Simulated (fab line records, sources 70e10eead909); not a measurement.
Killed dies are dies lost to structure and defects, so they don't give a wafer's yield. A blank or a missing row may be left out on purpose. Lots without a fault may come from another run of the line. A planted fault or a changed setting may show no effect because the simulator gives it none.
A struck lot beside a sound one | flow nand_harc | 14 steps out of a route of 1159
Sound: wafers L185.1, L185.3, L185.5. Struck: wafers L190.2, L190.3, L190.4. The cause comes at the end.
At each step with rows: each side's tool, then ch and its chambers, then its first start. Under that, the readings that differ: sound wafers | struck wafers | difference of the means | sigmas: that difference in standard deviations of wafers without a fault.
alike: readings whose means differ by less than 2 such deviations, and words and numbers that are the same on both sides. not compared: withheld readings, readings that some wafer has no value for, bounds like >300 that may hide the same value, and numbers for which the record gives no deviation and whose values overlap.
The two part at a step that has a row with sigmas, a row that says differs or no value, or rows on one side only. Numbers that don't overlap but have no deviation are shown without sigmas and don't part them. A reading that every wafer of one side lacks parts them only if that side has two wafers or more.

first, 1 step without rows for these wafers: NHARC_A_CONTACT_STRIP_27 (strips in post etch residue remover, time 600 s).
NHARC_A_CONTACT_ALD_18: deposits TiN, target thk 3 nm, pulse time 1 s, ald cycles 150.
  sound on ald_metal-04 ch 1,2, day 17 15:19; struck on ald_metal-03 ch 0,1,2, day 19 08:05
  alike: heater_power_w, precursor_pulse_height_rel
NHARC_A_CONTACT_CVD_19: deposits W, target thk 300 nm, time 802 s.
  sound on cvd_w-01 ch 0,1; struck on cvd_w-01 ch 0,1
  alike: heater_power_w, mfc_ar_sccm, throttle_valve_pct
NHARC_A_CONTACT_CMP_20: polishes, t overpolish 30 s, target thk 300 nm.
  sound on cmp-01 ch 0,1,2, day 17 18:36; struck on cmp-01 ch 0,1,2, day 19 09:10
  alike: motor_current_A, overpolish_run_s, time_to_endpoint_s
then, 1 step without rows for these wafers: NHARC_A_CONTACT_SRD_22.
NHARC_A_CONTACT_INSPECT_23:
  sound on defect_inspect-02, day 17 19:00; struck on defect_inspect-01, day 19 09:34
  alike: raw_defect_count
then, 5 steps without rows for these wafers: NHARC_A_BLC_DEHYDRATE_00 (time 120 s); NHARC_A_BLC_HMDS_01 (time 30 s); NHARC_A_BLC_COAT_02 (time 75 s); NHARC_A_BLC_COAT_03 (time 65 s); NHARC_A_BLC_COAT_04 (resist thk 90 nm).
NHARC_A_BLC_SOFTBAKE_05: time 55 s.
  sound on litho_track-06 ch 0, day 17 19:00; struck on litho_track-06 ch 0, day 19 09:00
  reading                  | sound                | struck               | difference | sigmas
  heater_power_total_W (W) | 188.38 188.72 188.42 | 207.93 207.86 207.82 | +19.36     | +99 or more
  alike: chill_plate_temp_C
then, 1 step without rows for these wafers: NHARC_A_BLC_EBR_06.
-- the record jumps here: 3 days lie between the struck wafers' starts before and after (it left off in module A_BLC and takes up again in module END, whose first step shown is number 1159 of the route) --
NHARC_END_SORT_01:
  sound on prober-01 ch 0, day 20 05:15; struck on prober-02 ch 0, day 21 21:44
  alike: killed_at_array, killed_at_other, killed_at_periphery, killed_dies, killed_open, killed_short

WHERE THEY PART
Only at NHARC_A_BLC_SOFTBAKE_05, within this record. Later steps at which nothing parts them and some readings are alike: NHARC_END_SORT_01.

WHY: what the simulator had put in
Process parameter drift: litho_track-06, from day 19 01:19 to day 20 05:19, at NHARC_A_BLC_SOFTBAKE_05. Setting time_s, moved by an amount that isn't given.
